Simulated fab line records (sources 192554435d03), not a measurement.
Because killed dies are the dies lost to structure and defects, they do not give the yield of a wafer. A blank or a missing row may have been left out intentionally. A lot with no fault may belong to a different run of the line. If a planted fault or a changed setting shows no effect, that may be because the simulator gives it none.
fab line records	flow n5_finfet
record: lots: 24	wafers: 72	last_day: 17
route steps=1938 shown BEOL_M3@969
lots that met no fault: from a run of the same line without faults
start_h: hours from the record's first day to the start of the lot's first wafer shown	wait_h: hours from the lot's prior step to this one	" the same as in the row above	L1.1+2: several wafers, shown together as one row	- either no value or no given start	* or withheld: withheld	< > ~ a bound
route shown NAME@n: NAME is a module with steps in the file, n the number in the route of the first one	usual: mean/standard deviation taken from wafers without a fault	same: alike in all rows	chamber/n: place in a boat	sites: the reading at each site	_std_site: how widely they spread, as a standard deviation	_edge_site: inner sites' mean taken away from outer sites' mean	radius_mm: how far each site lies from the wafer's centre	mask NAME#n: copy n	behind: the most recent tool/chamber to have shaped the wafer	hold: the reason the lot was held/the length of the hold in hours/how it ended	device: names the non-switching transistor (n, p or np)	end of line: tests of these same wafers at the route's end	for a step that has no rows: nothing shown but its recipe	killed: the dies lost at the first sort to structure and to defects; this is not the yield of the wafer	map: the dies of a wafer, with x for killed, . for not killed, _ for no die there
set.NAME: the setting as run; set.NAME@STEP: as run at that earlier step	model.NAME: the simulator's own value behind a step, which no gauge read
the route's steps for a sample of lots (tables are steps, rows are wafers)
services: when a tool's chamber went out of use (start_h, in hours from the record's first day, below 0 if earlier), for how many hours, and the reason
== steps ==
step: N5_BEOL_M3_DESCUM_33
recipe: chemistry: O2	time_s: 7	source_power_w: 50	bias_power_w: 20	pressure_mtorr: 20	rf_frequency_hz: 2.712e+07	temp_c: 40	resist: CAR-EUV	o2_flow_sccm: 225
usual: drypump_motor_current_A: 5.6/0.49	oes_product_au: 0.76/0.059	rf_vpp_V: 243.6/1.6	showerhead_plenum_p_Torr: 2.11/0.082	throttle_valve_pct: 20.51/0.22
lot.wafer	tool	chamber	start_h	wait_h	drypump_motor_current_A	oes_product_au	rf_hours_counter_h	rf_vpp_V	showerhead_plenum_p_Torr	throttle_valve_pct
L074.1	rie_diel-02	2	140.62	0.0	6.1	0.78	101	240.2	1.94	20.78
L074.2	"	1	"	"	4.9	0.70	193	241.4	1.99	20.07
L074.4	"	3	"	"	5.6	0.85	43	245.6	2.20	20.25
L075.1	rie_diel-02	2	149.19	0.1	6.1	0.79	103	240.2	1.94	20.77
L075.3	"	0	"	"	5.3	0.75	160	243.1	2.08	20.54
L075.4	"	3	"	"	5.6	0.87	45	246.2	2.20	20.26
L076.2	rie_diel-03	2	163.02	0.1	6.4	0.75	151	247.2	2.17	20.17
L076.3	"	3	"	"	5.8	0.78	104	243.1	2.19	20.49
L076.5	"	1	"	"	5.2	0.75	-	243.4	2.10	20.69
L077.2	rie_diel-03	3	180.91	0.1	5.8	0.78	109	245.5	2.19	20.51
L077.5	"	2	"	"	6.4	0.75	-	245.0	2.16	20.19
L077.6	"	1	"	"	5.2	0.74	-	245.6	2.09	20.70
L078.1	rie_diel-03	1	181.11	0.0	5.2	0.73	154	244.2	2.09	20.70
L078.5	"	0	"	"	5.3	0.74	-	241.8	2.08	20.67
L078.6	"	1	"	"	5.2	0.74	-	243.4	2.09	20.72
L079.1	rie_diel-01	2	181.69	0.0	4.8	0.94	18	246.9	2.22	20.29
L079.3	"	0	"	"	6.2	0.70	188	243.2	2.17	20.57
L079.4	"	2	"	"	4.8	0.93	-	246.3	2.22	20.30
L081.1	rie_diel-02	0	182.08	0.3	5.3	0.74	169	242.1	2.07	20.56
L081.5	"	2	"	"	6.1	0.79	-	241.4	1.94	20.78
L081.6	"	1	"	"	4.9	0.71	-	242.3	1.98	20.07
L080.3	rie_diel-02	3	187.14	0.0	5.6	0.86	55	245.4	2.20	20.25
L080.4	"	0	"	"	5.3	0.74	170	243.0	2.07	20.58
L080.5	"	2	"	"	6.1	0.79	-	240.2	1.94	20.79
L082.3	rie_diel-01	3	188.90	0.0	5.2	0.76	158	241.8	2.08	20.61
L082.4	"	2	"	"	4.8	0.93	-	246.3	2.22	20.31
L082.6	"	0	"	"	6.2	0.70	-	245.0	2.17	20.56
L083.2	rie_diel-02	2	203.83	0.0	6.1	0.78	116	240.3	1.94	20.78
L083.4	"	3	"	"	5.6	0.84	60	244.9	2.20	20.28
L083.5	"	3	"	"	5.6	0.85	-	245.4	2.20	20.27
L084.2	rie_diel-02	0	203.94	0.1	5.3	0.72	175	243.5	2.07	20.59
L084.5	"	1	"	"	4.9	0.69	-	241.7	1.98	20.08
L084.6	"	2	"	"	6.0	0.79	-	239.8	1.94	20.80
L085.2	rie_diel-03	3	211.38	0.0	5.8	0.77	116	245.4	2.19	20.50
L085.3	"	0	"	"	5.3	0.72	187	243.7	2.08	20.66
L085.4	"	2	"	"	6.4	0.73	164	244.5	2.16	20.18
L087.4	rie_diel-01	1	229.79	0.0	5.8	0.84	51	244.6	2.22	20.67
L087.5	"	1	"	"	5.8	0.85	-	242.4	2.22	20.68
L087.6	"	0	"	"	6.2	0.69	-	244.1	2.17	20.58
L086.1	rie_diel-03	3	239.24	0.0	5.8	0.75	125	244.3	2.18	20.50
L086.3	"	0	"	"	5.3	0.72	192	242.0	2.08	20.69
L086.4	"	1	"	"	5.2	0.73	171	241.8	2.09	20.73
L089.1	rie_diel-03	2	239.35	0.1	6.4	0.73	174	244.2	2.16	20.22
L089.3	"	1	"	"	5.2	0.72	171	243.8	2.09	20.73
L089.4	"	0	"	"	5.3	0.72	192	243.4	2.08	20.67
L088.3	rie_diel-03	2	240.76	0.1	6.4	0.73	174	242.7	2.16	20.20
L088.5	"	1	"	"	5.2	0.72	-	243.0	2.09	20.73
L088.6	"	0	"	"	5.3	0.73	-	243.9	2.08	20.69
L090.1	rie_diel-03	1	241.94	0.0	5.2	0.73	172	241.1	2.09	20.74
L090.4	"	0	"	"	5.3	0.72	193	243.9	2.08	20.69
L090.6	"	0	"	"	5.3	0.73	-	243.5	2.08	20.67
L091.2	rie_diel-03	3	245.28	0.0	5.9	0.76	127	245.2	2.18	20.52
L091.3	"	1	"	"	5.2	0.73	173	242.2	2.09	20.73
L091.5	"	3	"	"	5.8	0.75	-	245.0	2.18	20.53
L092.4	rie_diel-03	3	253.11	0.1	5.8	0.75	130	244.9	2.18	20.52
L092.5	"	2	"	"	6.4	0.72	-	244.2	2.16	20.21
L092.6	"	1	"	"	5.2	0.72	-	244.1	2.09	20.75
L093.3	rie_diel-01	1	253.94	0.0	5.8	0.83	59	243.1	2.22	20.70
L093.4	"	3	"	"	5.2	0.75	178	243.9	2.08	20.65
L093.5	"	0	"	"	6.2	0.70	-	243.5	2.16	20.59
L094.1	rie_diel-02	0	262.70	0.0	5.3	0.72	194	243.6	2.06	20.62
L094.4	"	1	"	"	4.9	0.68	227	241.4	1.98	20.12
L094.6	"	0	"	"	5.3	0.71	-	243.8	2.06	20.60
L095.1	rie_diel-03	1	284.75	0.0	5.2	0.71	185	241.5	2.08	20.75
L095.3	"	2	"	"	6.4	0.72	187	244.5	2.15	20.23
L095.4	"	3	"	"	5.8	0.75	138	246.7	2.18	20.55
L096.1	rie_diel-01	2	287.27	0.0	4.8	0.87	48	244.6	2.21	20.36
L096.3	"	1	"	"	5.8	0.81	69	243.2	2.22	20.71
L096.5	"	0	"	"	6.1	0.68	-	243.4	2.16	20.61
L097.3	rie_diel-01	0	293.01	0.0	6.2	0.68	221	245.1	2.16	20.59
L097.4	"	2	"	"	4.8	0.88	50	245.8	2.21	20.35
L097.6	"	2	"	"	4.8	0.89	-	245.1	2.21	20.35
step: N5_BEOL_M3_SPUTTER_79
recipe: material: Cu	target_thk_a: 45	temp_c: -20	chamber_pressure_pa: 0.07	power_w: withheld	time_s: 8.29
usual: chuck_sensor_temp_C: -15.8/0.36	throttle_valve_pct: 30.4/1.1
lot.wafer	tool	chamber	start_h	wait_h	chuck_sensor_temp_C	throttle_valve_pct
L074.1	pvd_sputter-02	-	144.11	0.1	-16.2	30.5
L074.2	"	-	"	"	-16.0	30.8
L074.4	"	-	"	"	-16.2	29.9
L075.1	pvd_sputter-01	-	152.56	0.1	-16.1	30.3
L075.3	"	-	"	"	-15.2	31.3
L075.4	"	-	"	"	-15.9	30.2
L076.2	pvd_sputter-02	-	165.69	0.1	-16.1	31.2
L076.3	"	-	"	"	-16.0	29.5
L076.5	"	-	"	"	-16.0	30.9
L077.2	pvd_sputter-03	-	184.01	0.1	-15.8	30.3
L077.5	"	-	"	"	-15.4	28.8
L077.6	"	-	"	"	-16.2	31.2
L081.1	pvd_sputter-03	-	188.48	0.1	-15.4	28.8
L081.5	"	-	"	"	-15.6	30.5
L081.6	"	-	"	"	-15.8	31.0
L080.3	pvd_sputter-01	-	189.22	0.1	-15.8	30.4
L080.4	"	-	"	"	-16.3	32.8
L080.5	"	-	"	"	-15.4	31.4
L078.1	pvd_sputter-03	-	190.36	0.1	-15.4	28.8
L078.5	"	-	"	"	-16.0	31.2
L078.6	"	-	"	"	-15.6	30.5
L079.1	pvd_sputter-03	-	192.40	0.1	-15.5	29.2
L079.3	"	-	"	"	-15.4	28.5
L079.4	"	-	"	"	-16.1	31.2
L082.3	pvd_sputter-02	-	192.78	0.1	-15.1	30.3
L082.4	"	-	"	"	-16.2	30.7
L082.6	"	-	"	"	-15.9	30.0
L083.2	pvd_sputter-03	-	206.08	0.1	-16.0	31.0
L083.4	"	-	"	"	-15.4	28.8
L083.5	"	-	"	"	-15.4	28.9
L084.2	pvd_sputter-01	-	207.84	0.1	-15.9	30.2
L084.5	"	-	"	"	-16.1	30.2
L084.6	"	-	"	"	-16.3	30.0
L085.2	pvd_sputter-02	-	226.37	0.1	-16.1	31.0
L085.3	"	-	"	"	-16.3	30.4
L085.4	"	-	"	"	-15.2	30.3
L087.4	pvd_sputter-01	-	232.04	0.1	-15.5	31.2
L087.5	"	-	"	"	-15.4	31.4
L087.6	"	-	"	"	-16.1	32.9
L086.1	pvd_sputter-03	-	241.67	0.1	-15.7	30.4
L086.3	"	-	"	"	-15.4	28.6
L086.4	"	-	"	"	-16.0	31.1
L088.3	pvd_sputter-03	-	245.21	0.1	-16.0	31.2
L088.5	"	-	"	"	-16.0	31.1
L088.6	"	-	"	"	-15.5	29.0
L089.1	pvd_sputter-02	-	245.22	0.1	-16.1	29.9
L089.3	"	-	"	"	-16.0	30.3
L089.4	"	-	"	"	-15.9	30.9
L090.1	pvd_sputter-03	-	248.58	0.1	-15.7	30.4
L090.4	"	-	"	"	-16.0	30.9
L090.6	"	-	"	"	-15.4	28.7
L091.2	pvd_sputter-01	-	250.24	0.1	-16.2	32.8
L091.3	"	-	"	"	-16.0	30.4
L091.5	"	-	"	"	-16.3	32.4
L093.3	pvd_sputter-03	-	259.88	0.1	-15.8	30.7
L093.4	"	-	"	"	-15.4	28.5
L093.5	"	-	"	"	-15.7	30.7
L092.4	pvd_sputter-02	-	264.00	0.1	-15.8	31.0
L092.5	"	-	"	"	-16.2	30.5
L092.6	"	-	"	"	-16.0	31.1
L094.1	pvd_sputter-01	-	278.37	0.1	-15.2	31.5
L094.4	"	-	"	"	-16.2	33.0
L094.6	"	-	"	"	-16.2	29.9
L095.1	pvd_sputter-03	-	289.69	0.1	-15.4	28.6
L095.3	"	-	"	"	-15.6	30.6
L095.4	"	-	"	"	-16.1	31.1
L096.1	pvd_sputter-01	-	293.64	0.1	-16.2	32.7
L096.3	"	-	"	"	-16.0	30.3
L096.5	"	-	"	"	-15.8	30.6
L097.3	pvd_sputter-03	-	299.44	0.1	-15.5	28.9
L097.4	"	-	"	"	-16.0	31.2
L097.6	"	-	"	"	-16.0	31.4
step: N5_BEOL_M3_ANNEAL_80
recipe: temp_c: 400	time_s: 240	ambient: vacuum
usual: heater_power_w: 869/58
lot.wafer	tool	chamber	start_h	wait_h	heater_power_w
L074.1	pvd_sputter-02	-	144.19	0.0	832
L074.2	"	-	"	"	866
L074.4	"	-	"	"	940
L075.1	pvd_sputter-01	-	152.64	0.0	921
L075.3	"	-	"	"	819
L075.4	"	-	"	"	796
L076.2	pvd_sputter-02	-	165.77	0.0	900
L076.3	"	-	"	"	958
L076.5	"	-	"	"	872
L077.2	pvd_sputter-03	-	184.09	0.0	834
L077.5	"	-	"	"	1002
L077.6	"	-	"	"	804
L081.1	pvd_sputter-03	-	188.56	0.0	828
L081.5	"	-	"	"	880
L081.6	"	-	"	"	829
L080.3	pvd_sputter-01	-	189.30	0.0	799
L080.4	"	-	"	"	846
L080.5	"	-	"	"	840
L078.1	pvd_sputter-03	-	190.44	0.0	997
L078.5	"	-	"	"	796
L078.6	"	-	"	"	871
L079.1	pvd_sputter-03	-	192.48	0.0	1051
L079.3	"	-	"	"	819
L079.4	"	-	"	"	833
L082.3	pvd_sputter-02	-	192.86	0.0	884
L082.4	"	-	"	"	870
L082.6	"	-	"	"	980
L083.2	pvd_sputter-03	-	206.16	0.0	818
L083.4	"	-	"	"	1016
L083.5	"	-	"	"	844
L084.2	pvd_sputter-01	-	207.92	0.0	791
L084.5	"	-	"	"	819
L084.6	"	-	"	"	899
L085.2	pvd_sputter-02	-	226.45	0.0	896
L085.3	"	-	"	"	878
L085.4	"	-	"	"	885
L087.4	pvd_sputter-01	-	232.12	0.0	813
L087.5	"	-	"	"	815
L087.6	"	-	"	"	837
L086.1	pvd_sputter-03	-	241.75	0.0	855
L086.3	"	-	"	"	834
L086.4	"	-	"	"	818
L088.3	pvd_sputter-03	-	245.29	0.0	833
L088.5	"	-	"	"	815
L088.6	"	-	"	"	1019
L089.1	pvd_sputter-02	-	245.30	0.0	919
L089.3	"	-	"	"	837
L089.4	"	-	"	"	867
L090.1	pvd_sputter-03	-	248.66	0.0	842
L090.4	"	-	"	"	823
L090.6	"	-	"	"	844
L091.2	pvd_sputter-01	-	250.32	0.0	842
L091.3	"	-	"	"	810
L091.5	"	-	"	"	851
L093.3	pvd_sputter-03	-	259.96	0.0	868
L093.4	"	-	"	"	827
L093.5	"	-	"	"	846
L092.4	pvd_sputter-02	-	264.08	0.0	879
L092.5	"	-	"	"	859
L092.6	"	-	"	"	893
L094.1	pvd_sputter-01	-	278.45	0.0	820
L094.4	"	-	"	"	842
L094.6	"	-	"	"	900
L095.1	pvd_sputter-03	-	289.77	0.0	817
L095.3	"	-	"	"	866
L095.4	"	-	"	"	817
L096.1	pvd_sputter-01	-	293.72	0.0	840
L096.3	"	-	"	"	789
L096.5	"	-	"	"	816
L097.3	pvd_sputter-03	-	299.52	0.0	969
L097.4	"	-	"	"	820
L097.6	"	-	"	"	808
step: N5_BEOL_M3_SPUTTER_81
recipe: material: Cu	target_thk_a: 45	temp_c: -20	chamber_pressure_pa: 0.07	power_w: withheld	time_s: 8.29
usual: chuck_sensor_temp_C: -15.8/0.35	throttle_valve_pct: 30.4/1.1
lot.wafer	tool	chamber	start_h	wait_h	chuck_sensor_temp_C	throttle_valve_pct
L074.1	pvd_sputter-02	-	144.33	0.1	-16.1	30.3
L074.2	"	-	"	"	-16.0	31.0
L074.4	"	-	"	"	-16.0	29.6
L075.1	pvd_sputter-01	-	152.78	0.1	-16.3	30.0
L075.3	"	-	"	"	-15.3	31.1
L075.4	"	-	"	"	-16.0	30.3
L076.2	pvd_sputter-02	-	165.91	0.1	-16.0	31.1
L076.3	"	-	"	"	-16.1	29.6
L076.5	"	-	"	"	-16.0	31.0
L077.2	pvd_sputter-03	-	184.23	0.1	-15.7	30.4
L077.5	"	-	"	"	-15.4	28.8
L077.6	"	-	"	"	-16.1	31.2
L081.1	pvd_sputter-03	-	188.70	0.1	-15.4	28.5
L081.5	"	-	"	"	-15.7	30.7
L081.6	"	-	"	"	-16.0	31.1
L080.3	pvd_sputter-01	-	189.44	0.1	-15.9	30.4
L080.4	"	-	"	"	-16.2	32.7
L080.5	"	-	"	"	-15.4	31.4
L078.1	pvd_sputter-03	-	190.58	0.1	-15.4	29.1
L078.5	"	-	"	"	-16.0	31.5
L078.6	"	-	"	"	-15.6	30.9
L079.1	pvd_sputter-03	-	192.62	0.1	-15.4	28.5
L079.3	"	-	"	"	-15.3	28.5
L079.4	"	-	"	"	-16.0	31.1
L082.3	pvd_sputter-02	-	193.00	0.1	-15.4	30.3
L082.4	"	-	"	"	-16.1	30.2
L082.6	"	-	"	"	-16.0	29.8
L083.2	pvd_sputter-03	-	206.30	0.1	-16.1	31.0
L083.4	"	-	"	"	-15.5	29.1
L083.5	"	-	"	"	-15.3	28.6
L084.2	pvd_sputter-01	-	208.06	0.1	-16.0	30.5
L084.5	"	-	"	"	-15.9	30.6
L084.6	"	-	"	"	-16.2	30.1
L085.2	pvd_sputter-02	-	226.59	0.1	-15.9	30.8
L085.3	"	-	"	"	-16.1	30.4
L085.4	"	-	"	"	-15.2	30.0
L087.4	pvd_sputter-01	-	232.26	0.1	-15.2	31.4
L087.5	"	-	"	"	-15.2	31.5
L087.6	"	-	"	"	-16.3	33.0
L086.1	pvd_sputter-03	-	241.89	0.1	-15.7	30.7
L086.3	"	-	"	"	-15.3	28.4
L086.4	"	-	"	"	-16.0	31.2
L088.3	pvd_sputter-03	-	245.43	0.1	-15.9	31.2
L088.5	"	-	"	"	-16.0	31.3
L088.6	"	-	"	"	-15.4	28.8
L089.1	pvd_sputter-02	-	245.44	0.1	-15.9	29.9
L089.3	"	-	"	"	-16.1	30.6
L089.4	"	-	"	"	-15.9	30.8
L090.1	pvd_sputter-03	-	248.80	0.1	-15.6	30.4
L090.4	"	-	"	"	-16.0	31.1
L090.6	"	-	"	"	-15.5	28.8
L091.2	pvd_sputter-01	-	250.46	0.1	-16.3	33.1
L091.3	"	-	"	"	-15.9	30.3
L091.5	"	-	"	"	-16.2	32.7
L093.3	pvd_sputter-03	-	260.10	0.1	-15.9	30.7
L093.4	"	-	"	"	-15.2	28.4
L093.5	"	-	"	"	-15.7	30.5
L092.4	pvd_sputter-02	-	264.22	0.1	-16.0	31.1
L092.5	"	-	"	"	-16.3	30.1
L092.6	"	-	"	"	-15.9	30.9
L094.1	pvd_sputter-01	-	278.59	0.1	-15.4	31.2
L094.4	"	-	"	"	-16.2	33.0
L094.6	"	-	"	"	-16.3	30.0
L095.1	pvd_sputter-03	-	289.91	0.1	-15.3	28.7
L095.3	"	-	"	"	-15.6	30.4
L095.4	"	-	"	"	-16.0	31.6
L096.1	pvd_sputter-01	-	293.86	0.1	-16.4	32.6
L096.3	"	-	"	"	-16.1	30.5
L096.5	"	-	"	"	-15.9	30.5
L097.3	pvd_sputter-03	-	299.66	0.1	-15.5	28.7
L097.4	"	-	"	"	-16.0	31.2
L097.6	"	-	"	"	-16.0	31.2
step: N5_BEOL_M3_ANNEAL_93
recipe: temp_c: 400	time_s: 240	ambient: vacuum
usual: heater_power_w: 868/59
lot.wafer	tool	chamber	start_h	wait_h	heater_power_w
L074.1	pvd_sputter-02	-	145.29	0.0	862
L074.2	"	-	"	"	875
L074.4	"	-	"	"	914
L075.1	pvd_sputter-01	-	153.74	0.0	896
L075.3	"	-	"	"	806
L075.4	"	-	"	"	804
L076.2	pvd_sputter-02	-	166.87	0.0	853
L076.3	"	-	"	"	925
L076.5	"	-	"	"	871
L077.2	pvd_sputter-03	-	185.19	0.0	847
L077.5	"	-	"	"	992
L077.6	"	-	"	"	816
L081.1	pvd_sputter-03	-	189.66	0.0	839
L081.5	"	-	"	"	866
L081.6	"	-	"	"	817
L080.3	pvd_sputter-01	-	190.40	0.0	770
L080.4	"	-	"	"	825
L080.5	"	-	"	"	817
L078.1	pvd_sputter-03	-	191.54	0.0	991
L078.5	"	-	"	"	827
L078.6	"	-	"	"	872
L079.1	pvd_sputter-03	-	193.58	0.0	1022
L079.3	"	-	"	"	845
L079.4	"	-	"	"	835
L082.3	pvd_sputter-02	-	193.96	0.0	898
L082.4	"	-	"	"	854
L082.6	"	-	"	"	936
L083.2	pvd_sputter-03	-	207.26	0.0	815
L083.4	"	-	"	"	993
L083.5	"	-	"	"	828
L084.2	pvd_sputter-01	-	209.02	0.0	807
L084.5	"	-	"	"	796
L084.6	"	-	"	"	914
L085.2	pvd_sputter-02	-	227.55	0.0	881
L085.3	"	-	"	"	853
L085.4	"	-	"	"	859
L087.4	pvd_sputter-01	-	233.22	0.0	816
L087.5	"	-	"	"	811
L087.6	"	-	"	"	866
L086.1	pvd_sputter-03	-	242.85	0.0	870
L086.3	"	-	"	"	810
L086.4	"	-	"	"	837
L088.3	pvd_sputter-03	-	246.39	0.0	831
L088.5	"	-	"	"	809
L088.6	"	-	"	"	1028
L089.1	pvd_sputter-02	-	246.40	0.0	959
L089.3	"	-	"	"	831
L089.4	"	-	"	"	887
L090.1	pvd_sputter-03	-	249.76	0.0	869
L090.4	"	-	"	"	834
L090.6	"	-	"	"	819
L091.2	pvd_sputter-01	-	251.42	0.0	851
L091.3	"	-	"	"	804
L091.5	"	-	"	"	837
L093.3	pvd_sputter-03	-	261.06	0.0	841
L093.4	"	-	"	"	826
L093.5	"	-	"	"	833
L092.4	pvd_sputter-02	-	265.18	0.0	865
L092.5	"	-	"	"	842
L092.6	"	-	"	"	899
L094.1	pvd_sputter-01	-	279.55	0.0	801
L094.4	"	-	"	"	846
L094.6	"	-	"	"	901
L095.1	pvd_sputter-03	-	290.87	0.0	821
L095.3	"	-	"	"	864
L095.4	"	-	"	"	826
L096.1	pvd_sputter-01	-	294.82	0.0	830
L096.3	"	-	"	"	803
L096.5	"	-	"	"	792
L097.3	pvd_sputter-03	-	300.62	0.0	1025
L097.4	"	-	"	"	826
L097.6	"	-	"	"	809
step: N5_BEOL_M3_ANNEAL_95
recipe: temp_c: 400	time_s: 240	ambient: vacuum
usual: heater_power_w: 869/58
lot.wafer	tool	chamber	start_h	wait_h	heater_power_w
L074.1	pvd_sputter-02	-	145.51	0.0	861
L074.2	"	-	"	"	882
L074.4	"	-	"	"	957
L075.1	pvd_sputter-01	-	153.96	0.0	915
L075.3	"	-	"	"	810
L075.4	"	-	"	"	821
L076.2	pvd_sputter-02	-	167.09	0.0	883
L076.3	"	-	"	"	937
L076.5	"	-	"	"	888
L077.2	pvd_sputter-03	-	185.41	0.0	865
L077.5	"	-	"	"	985
L077.6	"	-	"	"	815
L081.1	pvd_sputter-03	-	189.88	0.0	826
L081.5	"	-	"	"	833
L081.6	"	-	"	"	814
L080.3	pvd_sputter-01	-	190.62	0.0	807
L080.4	"	-	"	"	877
L080.5	"	-	"	"	827
L078.1	pvd_sputter-03	-	191.76	0.0	1009
L078.5	"	-	"	"	817
L078.6	"	-	"	"	864
L079.1	pvd_sputter-03	-	193.80	0.0	968
L079.3	"	-	"	"	831
L079.4	"	-	"	"	806
L082.3	pvd_sputter-02	-	194.18	0.0	882
L082.4	"	-	"	"	851
L082.6	"	-	"	"	916
L083.2	pvd_sputter-03	-	207.48	0.0	822
L083.4	"	-	"	"	998
L083.5	"	-	"	"	834
L084.2	pvd_sputter-01	-	209.24	0.0	804
L084.5	"	-	"	"	798
L084.6	"	-	"	"	908
L085.2	pvd_sputter-02	-	227.77	0.0	869
L085.3	"	-	"	"	871
L085.4	"	-	"	"	892
L087.4	pvd_sputter-01	-	233.44	0.0	819
L087.5	"	-	"	"	822
L087.6	"	-	"	"	848
L086.1	pvd_sputter-03	-	243.07	0.0	874
L086.3	"	-	"	"	838
L086.4	"	-	"	"	829
L088.3	pvd_sputter-03	-	246.61	0.0	807
L088.5	"	-	"	"	820
L088.6	"	-	"	"	989
L089.1	pvd_sputter-02	-	246.62	0.0	954
L089.3	"	-	"	"	856
L089.4	"	-	"	"	866
L090.1	pvd_sputter-03	-	249.98	0.0	828
L090.4	"	-	"	"	811
L090.6	"	-	"	"	839
L091.2	pvd_sputter-01	-	251.64	0.0	860
L091.3	"	-	"	"	810
L091.5	"	-	"	"	847
L093.3	pvd_sputter-03	-	261.28	0.0	842
L093.4	"	-	"	"	827
L093.5	"	-	"	"	856
L092.4	pvd_sputter-02	-	265.40	0.0	890
L092.5	"	-	"	"	853
L092.6	"	-	"	"	889
L094.1	pvd_sputter-01	-	279.77	0.0	807
L094.4	"	-	"	"	870
L094.6	"	-	"	"	881
L095.1	pvd_sputter-03	-	291.09	0.0	856
L095.3	"	-	"	"	853
L095.4	"	-	"	"	800
L096.1	pvd_sputter-01	-	295.04	0.0	854
L096.3	"	-	"	"	816
L096.5	"	-	"	"	820
L097.3	pvd_sputter-03	-	300.84	0.0	1003
L097.4	"	-	"	"	811
L097.6	"	-	"	"	817
== services ==
tool	chamber	start_h	hours	kind
rie_diel-01	-	127.88	1.2	repair
pvd_sputter-01	-	129.15	1.9	repair
rie_diel-03	-	138.91	0.2	repair
rie_diel-03	2	153.41	8.3	repair
rie_diel-03	1	168.76	2.7	repair
rie_diel-01	1	178.44	15.9	repair
rie_diel-03	0	215.28	6.4	repair
pvd_sputter-02	-	238.19	1.5	repair
rie_diel-01	-	250.99	1.8	repair
pvd_sputter-02	-	285.64	5.0	repair
rie_diel-02	2	286.38	3.2	repair
== key ==
fault none
